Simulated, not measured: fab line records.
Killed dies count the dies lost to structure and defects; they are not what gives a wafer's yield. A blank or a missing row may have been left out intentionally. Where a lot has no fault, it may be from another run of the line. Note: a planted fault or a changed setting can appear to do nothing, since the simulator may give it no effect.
2 desks, one fault	flow n5-finfet	each desk holds nothing but its own numbers, with what lay behind them at the end

TOOL OWNER'S DESK, rie-diel-02
The tool's own readings at N5_BEOL_M8_ETCH_72 (etches underlayer in N2/H2, target depth 6.5 nm, time 5.2 s): means of the sampled wafers that have a number, for each lot that ran on this tool. Marked OUT: a lot whose mean sits more than 4 standard deviations from the usual mean, which makes it out of limits; the brackets give that distance.
Columns: A = drypump-motor-current-A at N5_BEOL_M8_ETCH_72, usual 5.6 A; B = etch-rf-on-time-s at N5_BEOL_M8_ETCH_72, usual 5.20 s; C = oes-product-au at N5_BEOL_M8_ETCH_72, usual 0.68 a.u.; D = rf-vpp-V at N5_BEOL_M8_ETCH_72, usual 524.1 V; E = showerhead-plenum-p-Torr at N5_BEOL_M8_ETCH_72, usual 2.56 Torr; F = throttle-valve-pct at N5_BEOL_M8_ETCH_72, usual 17.79 %
lot	first seen here	A	B	C	D	E	F
L102	day 10 06:46	5.5	5.13	0.65	522.7	2.46	17.76
L116	day 14 00:27	5.8	5.07	0.78	526.2	2.64	17.62
Result from this desk: across the 2 lots, nothing is out of limits.

AT THE METROLOGY DESK
What the gauges read for every lot (on any tool): the sampled wafers with a number, averaged. Marked OUT: a lot whose mean sits more than 4 standard deviations from the usual mean, which makes it out of limits; the brackets give that distance.
Columns: A = PAD_OVL at N5_PASSIVATION_OVL_MEAS_63, usual 1 nm
lot	first seen here	A
L102	day 12 18:56	-4
L103	day 12 23:40	1
L104	day 13 09:03	5
L105	day 14 01:55	-4
L108	day 14 19:40	2
L111	day 14 23:21	7
L116	day 16 22:04	1
L117	day 17 01:43	-5
L120	day 17 03:17	1
L119	day 17 08:14	2
L124	day 18 16:34	-1
L125	day 20 08:58	-3
Result from this desk: across the 12 lots, nothing is out of limits.

PUT TOGETHER
Nothing out of limits was seen by the tool owner's desk.
Metrology desk: nothing out of limits seen.

WHAT HAD BEEN PUT IN BY THE SIMULATOR
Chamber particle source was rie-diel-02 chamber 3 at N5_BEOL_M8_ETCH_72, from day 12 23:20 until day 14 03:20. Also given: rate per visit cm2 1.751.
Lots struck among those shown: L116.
